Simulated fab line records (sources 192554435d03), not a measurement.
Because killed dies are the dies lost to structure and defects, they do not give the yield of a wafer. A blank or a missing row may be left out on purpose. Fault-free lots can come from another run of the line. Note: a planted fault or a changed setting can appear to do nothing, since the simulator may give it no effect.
What tool caused it? :: flow n5 finfet :: 72 wafers from 24 lots sampled at 6 of the route's 1938 steps

WHAT THE GAUGES READ, wafer by wafer
N5_BEOL_M6_INSPECT_30: inspects for defects (brightfield).
lot: L075
measured: day 9 03:40
on: defect inspect-01
raw defect count: 549 528 452

lot: L074
measured: day 9 14:25
on: defect inspect-02
raw defect count: 289 398 324

lot: L076
measured: day 9 18:37
on: defect inspect-02
raw defect count: 359 362 262

lot: L077
measured: day 9 20:32
on: defect inspect-01
raw defect count: 270 298 253

lot: L078
measured: day 10 09:08
on: defect inspect-02
raw defect count: 343 393 337

lot: L079
measured: day 10 20:01
on: defect inspect-01
raw defect count: 284 509 496

lot: L082
measured: day 11 11:19
on: defect inspect-02
raw defect count: 404 408 478

lot: L081
measured: day 11 12:59
on: defect inspect-02
raw defect count: 318 368 291

lot: L080
measured: day 12 00:50
on: defect inspect-01
raw defect count: 386 263 414

lot: L083
measured: day 12 02:36
on: defect inspect-02
raw defect count: 337 569 419

lot: L084
measured: day 12 02:48
on: defect inspect-01
raw defect count: 425 357 421

lot: L085
measured: day 12 05:55
on: defect inspect-02
raw defect count: 491 521 352

lot: L086
measured: day 12 13:19
on: defect inspect-01
raw defect count: 356 290 423

lot: L088
measured: day 13 10:57
on: defect inspect-01
raw defect count: 424 507 445

lot: L087
measured: day 13 12:38
on: defect inspect-02
raw defect count: 285 428 306

lot: L091
measured: day 13 16:41
on: defect inspect-02
raw defect count: 344 377 370

lot: L089
measured: day 13 21:43
on: defect inspect-01
raw defect count: 411 468 345

lot: L092
measured: day 14 17:38
on: defect inspect-01
raw defect count: 230 280 296

lot: L090
measured: day 14 17:48
on: defect inspect-02
raw defect count: 290 448 265

lot: L093
measured: day 14 20:13
on: defect inspect-01
raw defect count: 594 284 425

lot: L095
measured: day 15 21:44
on: defect inspect-02
raw defect count: 464 310 460

lot: L094
measured: day 15 22:01
on: defect inspect-01
raw defect count: 284 335 338

lot: L096
measured: day 15 23:32
on: defect inspect-02
raw defect count: 401 387 444

lot: L097
measured: day 16 02:26
on: defect inspect-02
raw defect count: 320 359 313

N5_BEOL_M6_CD_MEAS_35: target cd 40 nm, target cd y 28 nm.
lot: L075
measured: day 9 04:20
on: cd sem-02
cd nm (nm): 40.2 40.0 39.8

lot: L074
measured: day 9 15:02
on: cd sem-02
cd nm (nm): 39.7 39.0 39.7

lot: L076
measured: day 9 19:14
on: cd sem-03
cd nm (nm): 40.1 40.5 40.1

lot: L077
measured: day 9 21:08
on: cd sem-02
cd nm (nm): 39.3 41.1 39.9

lot: L078
measured: day 10 09:47
on: cd sem-03
cd nm (nm): 41.3 40.6 40.7

lot: L079
measured: day 10 20:56
on: cd sem-02
cd nm (nm): 39.6 39.8 40.1

lot: L082
measured: day 11 11:56
on: cd sem-03
cd nm (nm): 40.0 39.9 40.2

lot: L081
measured: day 11 13:35
on: cd sem-01
cd nm (nm): 40.0 40.4 39.6

lot: L080
measured: day 12 01:27
on: cd sem-02
cd nm (nm): 40.9 40.3 41.3

lot: L083
measured: day 12 03:13
on: cd sem-01
cd nm (nm): 40.5 40.6 40.0

lot: L084
measured: day 12 03:25
on: cd sem-01
cd nm (nm): 39.8 39.9 39.4

lot: L085
measured: day 12 06:31
on: cd sem-02
cd nm (nm): 39.1 39.4 39.6

lot: L086
measured: day 12 13:56
on: cd sem-03
cd nm (nm): 41.2 39.3 40.3

lot: L088
measured: day 13 13:00
on: cd sem-03
cd nm (nm): 39.8 39.9 41.1

lot: L087
measured: day 13 14:51
on: cd sem-03
cd nm (nm): 41.3 40.9 40.0

lot: L091
measured: day 13 18:14
on: cd sem-02
cd nm (nm): 40.6 40.9 40.7

lot: L089
measured: day 13 23:09
on: cd sem-01
cd nm (nm): 40.2 40.9 42.2

lot: L092
measured: day 14 18:39
on: cd sem-02
cd nm (nm): 40.0 40.6 41.2

lot: L090
measured: day 14 19:11
on: cd sem-02
cd nm (nm): 40.0 40.1 40.0

lot: L093
measured: day 14 20:51
on: cd sem-01
cd nm (nm): 39.2 40.0 40.6

lot: L095
measured: day 15 22:22
on: cd sem-02
cd nm (nm): 40.3 40.2 40.7

lot: L094
measured: day 15 22:37
on: cd sem-02
cd nm (nm): 41.0 40.0 41.0

lot: L096
measured: day 16 01:02
on: cd sem-03
cd nm (nm): 40.8 40.5 40.6

lot: L097
measured: day 16 03:18
on: cd sem-03
cd nm (nm): 41.0 40.7 40.0

N5_BEOL_M7_INSPECT_58: inspects for defects (darkfield).
lot: L075
measured: day 9 17:30
on: defect inspect-02
raw defect count: 82 91 82

lot: L074
measured: day 10 02:52
on: defect inspect-02
raw defect count: 84 89 123

lot: L076
measured: day 10 16:55
on: defect inspect-01
raw defect count: 60 67 87

lot: L077
measured: day 10 15:55
on: defect inspect-01
raw defect count: 81 97 106

lot: L078
measured: day 11 03:32
on: defect inspect-02
raw defect count: 87 73 61

lot: L079
measured: day 11 17:02
on: defect inspect-01
raw defect count: 83 78 88

lot: L082
measured: day 12 03:38
on: defect inspect-01
raw defect count: 120 88 136

lot: L081
measured: day 12 05:11
on: defect inspect-01
raw defect count: 54 48 57

lot: L080
measured: day 12 14:07
on: defect inspect-02
raw defect count: 58 36 72

lot: L083
measured: day 12 14:23
on: defect inspect-01
raw defect count: 67 49 75

lot: L084
measured: day 12 15:12
on: defect inspect-02
raw defect count: 79 62 63

lot: L085
measured: day 12 17:52
on: defect inspect-01
raw defect count: 167 95 136

lot: L086
measured: day 13 04:02
on: defect inspect-01
raw defect count: 98 112 75

lot: L088
measured: day 13 21:31
on: defect inspect-01
raw defect count: 58 85 55

lot: L087
measured: day 14 00:15
on: defect inspect-02
raw defect count: 93 70 61

lot: L091
measured: day 14 05:13
on: defect inspect-02
raw defect count: 64 64 65

lot: L089
measured: day 14 11:36
on: defect inspect-02
raw defect count: 46 69 87

lot: L092
measured: day 15 07:53
on: defect inspect-02
raw defect count: 38 39 41

lot: L090
measured: day 15 08:49
on: defect inspect-01
raw defect count: 106 83 81

lot: L093
measured: day 15 12:07
on: defect inspect-01
raw defect count: 81 66 101

lot: L095
measured: day 16 13:11
on: defect inspect-01
raw defect count: 84 121 102

lot: L094
measured: day 16 13:35
on: defect inspect-02
raw defect count: 71 48 54

lot: L096
measured: day 16 13:40
on: defect inspect-01
raw defect count: 54 65 86

lot: L097
measured: day 16 15:12
on: defect inspect-01
raw defect count: 62 55 119

N5_BEOL_M8_OVL_MEAS_12.
lot: L075
measured: day 9 19:25
on: overlay-02
M8_OVL (nm): 1.2 0.6 0.1

lot: L074
measured: day 10 10:02
on: overlay-01
M8_OVL (nm): 0.4 0.0 0.1

lot: L076
measured: day 10 18:15
on: overlay-01
M8_OVL (nm): 0.1 0.6 0.2

lot: L077
measured: day 10 17:48
on: overlay-02
M8_OVL (nm): 0.0 0.6 -0.7

lot: L078
measured: day 11 05:29
on: overlay-02
M8_OVL (nm): -0.1 -0.9 -0.7

lot: L079
measured: day 11 22:46
on: overlay-02
M8_OVL (nm): 0.5 0.7 0.1

lot: L082
measured: day 12 04:51
on: overlay-01
M8_OVL (nm): 1.9 0.6 -0.3

lot: L081
measured: day 12 07:35
on: overlay-01
M8_OVL (nm): -0.5 -0.6 -0.1

lot: L080
measured: day 12 16:47
on: overlay-02
M8_OVL (nm): 0.1 0.4 0.3

lot: L083
measured: day 12 16:59
on: overlay-01
M8_OVL (nm): -0.2 -1.1 -0.8

lot: L084
measured: day 12 17:09
on: overlay-01
M8_OVL (nm): 0.0 -0.3 0.8

lot: L085
measured: day 12 21:34
on: overlay-02
M8_OVL (nm): 0.8 0.3 0.1

lot: L086
measured: day 13 05:28
on: overlay-02
M8_OVL (nm): 1.1 0.7 -0.5

lot: L088
measured: day 13 23:10
on: overlay-02
M8_OVL (nm): -0.7 0.9 -0.6

lot: L087
measured: day 14 02:14
on: overlay-01
M8_OVL (nm): -0.4 -0.5 0.4

lot: L091
measured: day 14 08:19
on: overlay-01
M8_OVL (nm): 0.9 0.6 0.5

lot: L089
measured: day 14 15:03
on: overlay-01
M8_OVL (nm): 0.0 0.9 1.1

lot: L092
measured: day 15 10:00
on: overlay-01
M8_OVL (nm): -0.5 0.3 -0.1

lot: L090
measured: day 15 10:30
on: overlay-01
M8_OVL (nm): -1.2 -1.0 -0.1

lot: L093
measured: day 15 13:41
on: overlay-01
M8_OVL (nm): -0.1 -0.7 -0.4

lot: L095
measured: day 16 15:43
on: overlay-01
M8_OVL (nm): -0.1 -0.3 0.0

lot: L094
measured: day 16 15:53
on: overlay-02
M8_OVL (nm): 0.6 -0.5 0.5

lot: L096
measured: day 16 16:13
on: overlay-02
M8_OVL (nm): -0.5 0.8 0.3

lot: L097
measured: day 16 18:52
on: overlay-01
M8_OVL (nm): -0.2 -1.0 1.0

TOOL THAT RAN EACH LOT (tool first, then ch and the chambers of the sampled wafers, then the start)
lot: L075
N5_BEOL_M7_PECVD_70: pecvd-03 ch 0,1, day 9 10:14
N5_BEOL_M7_CURE_75: uv cure-01 ch 1, day 9 14:43

lot: L074
N5_BEOL_M7_PECVD_70: pecvd-01 ch 1,2, day 9 18:26
N5_BEOL_M7_CURE_75: uv cure-03 ch 2, day 9 21:25

lot: L076
N5_BEOL_M7_PECVD_70: pecvd-02 ch 0,1, day 10 01:21
N5_BEOL_M7_CURE_75: uv cure-03 ch 1, day 10 10:22

lot: L077
N5_BEOL_M7_PECVD_70: pecvd-01 ch 1,2, day 10 03:04
N5_BEOL_M7_CURE_75: uv cure-02 ch 2, day 10 10:12

lot: L078
N5_BEOL_M7_PECVD_70: pecvd-03 ch 0,1,2, day 10 16:18
N5_BEOL_M7_CURE_75: uv cure-01 ch 1, day 10 20:48

lot: L079
N5_BEOL_M7_PECVD_70: pecvd-01 ch 1,2, day 11 05:30
N5_BEOL_M7_CURE_75: uv cure-02 ch 0, day 11 13:38

lot: L082
N5_BEOL_M7_PECVD_70: pecvd-01 ch 0,1,2, day 11 16:02
N5_BEOL_M7_CURE_75: uv cure-02 ch 2, day 12 00:07

lot: L081
N5_BEOL_M7_PECVD_70: pecvd-01 ch 0,1, day 11 17:53
N5_BEOL_M7_CURE_75: uv cure-01 ch 1, day 12 02:12

lot: L080
N5_BEOL_M7_PECVD_70: pecvd-02 ch 0,2, day 12 05:20
N5_BEOL_M7_CURE_75: uv cure-01 ch 0, day 12 11:57

lot: L083
N5_BEOL_M7_PECVD_70: pecvd-03 ch 1,2, day 12 06:39
N5_BEOL_M7_CURE_75: uv cure-03 ch 0, day 12 12:03

lot: L084
N5_BEOL_M7_PECVD_70: pecvd-02 ch 0,1, day 12 06:55
N5_BEOL_M7_CURE_75: uv cure-03 ch 2, day 12 12:25

lot: L085
N5_BEOL_M7_PECVD_70: pecvd-03 ch 0,1, day 12 09:40
N5_BEOL_M7_CURE_75: uv cure-03 ch 1, day 12 13:52

lot: L086
N5_BEOL_M7_PECVD_70: pecvd-02 ch 1,2, day 12 18:40
N5_BEOL_M7_CURE_75: uv cure-03 ch 1, day 13 00:54

lot: L088
N5_BEOL_M7_PECVD_70: pecvd-03 ch 0,1,2, day 13 15:49
N5_BEOL_M7_CURE_75: uv cure-02 ch 1, day 13 19:03

lot: L087
N5_BEOL_M7_PECVD_70: pecvd-01 ch 0,2, day 13 18:32
N5_BEOL_M7_CURE_75: uv cure-03 ch 2, day 13 22:11

lot: L091
N5_BEOL_M7_PECVD_70: pecvd-02 ch 1,2, day 13 22:05
N5_BEOL_M7_CURE_75: uv cure-01 ch 1, day 14 02:02

lot: L089
N5_BEOL_M7_PECVD_70: pecvd-01 ch 0,2, day 14 03:10
N5_BEOL_M7_CURE_75: uv cure-03 ch 2, day 14 07:38

lot: L092
N5_BEOL_M7_PECVD_70: pecvd-02 ch 0,1,2, day 14 21:49
N5_BEOL_M7_CURE_75: uv cure-02 ch 2, day 15 05:09

lot: L090
N5_BEOL_M7_PECVD_70: pecvd-02 ch 0,1,2, day 14 22:16
N5_BEOL_M7_CURE_75: uv cure-03 ch 2, day 15 06:52

lot: L093
N5_BEOL_M7_PECVD_70: pecvd-02 ch 0,1, day 15 00:17
N5_BEOL_M7_CURE_75: uv cure-01 ch 0, day 15 09:42

lot: L095
N5_BEOL_M7_PECVD_70: pecvd-03 ch 0,1, day 16 03:05
N5_BEOL_M7_CURE_75: uv cure-03 ch 1, day 16 09:50

lot: L094
N5_BEOL_M7_PECVD_70: pecvd-03 ch 0,1,2, day 16 03:07
N5_BEOL_M7_CURE_75: uv cure-01 ch 2, day 16 09:59

lot: L096
N5_BEOL_M7_PECVD_70: pecvd-01 ch 0,2, day 16 04:49
N5_BEOL_M7_CURE_75: uv cure-02 ch 0, day 16 10:25

lot: L097
N5_BEOL_M7_PECVD_70: pecvd-02 ch 0,2, day 16 07:48
N5_BEOL_M7_CURE_75: uv cure-03 ch 1, day 16 13:09
- N5_BEOL_M7_PECVD_70: deposits SiO2 from TEOS/O2, target thk 20 nm, time 22.7 s.
- N5_BEOL_M7_CURE_75: cures SiCOH lowk, time 120 s.

WHAT THE TOOLS THEMSELVES READ (means of the sampled wafers that have a number; where no wafer has one, the mark that the record gives instead)
N5_BEOL_M7_PECVD_70.
lot: L075
tool: pecvd-03
heater power w (W): 736
rf fwd power W (W): 446.5
showerhead plenum p Torr (Torr): 8.84
throttle valve pct (%): 23.5

lot: L074
tool: pecvd-01
heater power w (W): 642
rf fwd power W (W): 446.3
showerhead plenum p Torr (Torr): 8.81
throttle valve pct (%): 21.1

lot: L076
tool: pecvd-02
heater power w (W): 786
rf fwd power W (W): 447.8
showerhead plenum p Torr (Torr): 8.79
throttle valve pct (%): 22.5

lot: L077
tool: pecvd-01
heater power w (W): 643
rf fwd power W (W): 445.9
showerhead plenum p Torr (Torr): 8.80
throttle valve pct (%): 21.4

lot: L078
tool: pecvd-03
heater power w (W): 669
rf fwd power W (W): 445.1
showerhead plenum p Torr (Torr): 8.81
throttle valve pct (%): 22.0

lot: L079
tool: pecvd-01
heater power w (W): 651
rf fwd power W (W): 446.8
showerhead plenum p Torr (Torr): 8.78
throttle valve pct (%): 22.3

lot: L082
tool: pecvd-01
heater power w (W): 647
rf fwd power W (W): 445.6
showerhead plenum p Torr (Torr): 8.80
throttle valve pct (%): 21.5

lot: L081
tool: pecvd-01
heater power w (W): 670
rf fwd power W (W): 449.0
showerhead plenum p Torr (Torr): 8.77
throttle valve pct (%): 22.5

lot: L080
tool: pecvd-02
heater power w (W): 812
rf fwd power W (W): 446.7
showerhead plenum p Torr (Torr): 8.73
throttle valve pct (%): 21.9

lot: L083
tool: pecvd-03
heater power w (W): 672
rf fwd power W (W): 444.0
showerhead plenum p Torr (Torr): 8.79
throttle valve pct (%): 20.8

lot: L084
tool: pecvd-02
heater power w (W): 719
rf fwd power W (W): 446.5
showerhead plenum p Torr (Torr): 8.77
throttle valve pct (%): 23.2

lot: L085
tool: pecvd-03
heater power w (W): 777
rf fwd power W (W): 445.6
showerhead plenum p Torr (Torr): 8.83
throttle valve pct (%): 23.8

lot: L086
tool: pecvd-02
heater power w (W): 779
rf fwd power W (W): 446.2
showerhead plenum p Torr (Torr): 8.77
throttle valve pct (%): 21.2

lot: L088
tool: pecvd-03
heater power w (W): 663
rf fwd power W (W): 445.0
showerhead plenum p Torr (Torr): 8.81
throttle valve pct (%): 22.5

lot: L087
tool: pecvd-01
heater power w (W): 618
rf fwd power W (W): 446.5
showerhead plenum p Torr (Torr): 8.80
throttle valve pct (%): 21.1

lot: L091
tool: pecvd-02
heater power w (W): 786
rf fwd power W (W): 446.0
showerhead plenum p Torr (Torr): 8.77
throttle valve pct (%): 21.5

lot: L089
tool: pecvd-01
heater power w (W): 653
rf fwd power W (W): 447.3
showerhead plenum p Torr (Torr): 8.82
throttle valve pct (%): 20.9

lot: L092
tool: pecvd-02
heater power w (W): 771
rf fwd power W (W): 445.3
showerhead plenum p Torr (Torr): 8.74
throttle valve pct (%): 22.1

lot: L090
tool: pecvd-02
heater power w (W): 761
rf fwd power W (W): 446.9
showerhead plenum p Torr (Torr): 8.75
throttle valve pct (%): 22.2

lot: L093
tool: pecvd-02
heater power w (W): 803
rf fwd power W (W): 445.8
showerhead plenum p Torr (Torr): 8.78
throttle valve pct (%): 22.5

lot: L095
tool: pecvd-03
heater power w (W): 629
rf fwd power W (W): 447.4
showerhead plenum p Torr (Torr): 8.81
throttle valve pct (%): 23.2

lot: L094
tool: pecvd-03
heater power w (W): 717
rf fwd power W (W): 444.9
showerhead plenum p Torr (Torr): 8.81
throttle valve pct (%): 22.6

lot: L096
tool: pecvd-01
heater power w (W): 637
rf fwd power W (W): 446.8
showerhead plenum p Torr (Torr): 8.82
throttle valve pct (%): 20.9

lot: L097
tool: pecvd-02
heater power w (W): 816
rf fwd power W (W): 445.5
showerhead plenum p Torr (Torr): 8.71
throttle valve pct (%): 21.8

N5_BEOL_M7_CURE_75.
lot: L075
tool: uv cure-01
lamp power pct (%): 52.34
wafer_temp_C_max: 371.9

lot: L074
tool: uv cure-03
lamp power pct (%): 52.32
wafer_temp_C_max: 371.5

lot: L076
tool: uv cure-03
lamp power pct (%): 52.32
wafer_temp_C_max: 372.2

lot: L077
tool: uv cure-02
lamp power pct (%): 52.28
wafer_temp_C_max: 371.3

lot: L078
tool: uv cure-01
lamp power pct (%): 52.29
wafer_temp_C_max: 371.9

lot: L079
tool: uv cure-02
lamp power pct (%): 52.31
wafer_temp_C_max: 371.9

lot: L082
tool: uv cure-02
lamp power pct (%): 52.31
wafer_temp_C_max: 371.4

lot: L081
tool: uv cure-01
lamp power pct (%): 52.35
wafer_temp_C_max: 372.2

lot: L080
tool: uv cure-01
lamp power pct (%): 52.31
wafer_temp_C_max: 371.9

lot: L083
tool: uv cure-03
lamp power pct (%): 52.29
wafer_temp_C_max: 371.6

lot: L084
tool: uv cure-03
lamp power pct (%): 52.27
wafer_temp_C_max: 371.9

lot: L085
tool: uv cure-03
lamp power pct (%): 52.33
wafer_temp_C_max: 372.2

lot: L086
tool: uv cure-03
lamp power pct (%): 52.29
wafer_temp_C_max: 372.3

lot: L088
tool: uv cure-02
lamp power pct (%): 52.33
wafer_temp_C_max: 372.2

lot: L087
tool: uv cure-03
lamp power pct (%): 52.29
wafer_temp_C_max: 371.3

lot: L091
tool: uv cure-01
lamp power pct (%): 52.28
wafer_temp_C_max: 371.9

lot: L089
tool: uv cure-03
lamp power pct (%): 52.32
wafer_temp_C_max: 371.7

lot: L092
tool: uv cure-02
lamp power pct (%): 52.33
wafer_temp_C_max: 371.2

lot: L090
tool: uv cure-03
lamp power pct (%): 52.33
wafer_temp_C_max: 371.3

lot: L093
tool: uv cure-01
lamp power pct (%): 52.33
wafer_temp_C_max: 371.8

lot: L095
tool: uv cure-03
lamp power pct (%): 52.29
wafer_temp_C_max: 372.3

lot: L094
tool: uv cure-01
lamp power pct (%): 52.31
wafer_temp_C_max: 372.5

lot: L096
tool: uv cure-02
lamp power pct (%): 52.36
wafer_temp_C_max: 371.8

lot: L097
tool: uv cure-03
lamp power pct (%): 52.30
wafer_temp_C_max: 372.1

THE ANSWER, worked out from the rows above alone
Rule: the usual values come from the lots themselves. Put in order of their means at a reading, lots are off if they are a third of the lots or fewer, leave a main group of 4 or more, and stand apart from it by a gap of 3 or more times the standard deviation of the main group's means; of several such gaps the widest counts. A main group whose means are all the same, to the digits that the tables above print for the reading, isn't used. A lot without any number at a reading at which 4 lots or more have one is off too. Where the step has rows for the other lots, those lots are counted as sound. Order of review: gauges by route order, followed by the tools' own readings, for which a lot's mean as printed above is used. The first step at which some lot is off is used, and at that step the reading that is off furthest; a lot without a number counts as furthest.
None of the lots is off at any reading shown; this tells nothing.

WHAT THE SIMULATOR HAD PUT IN
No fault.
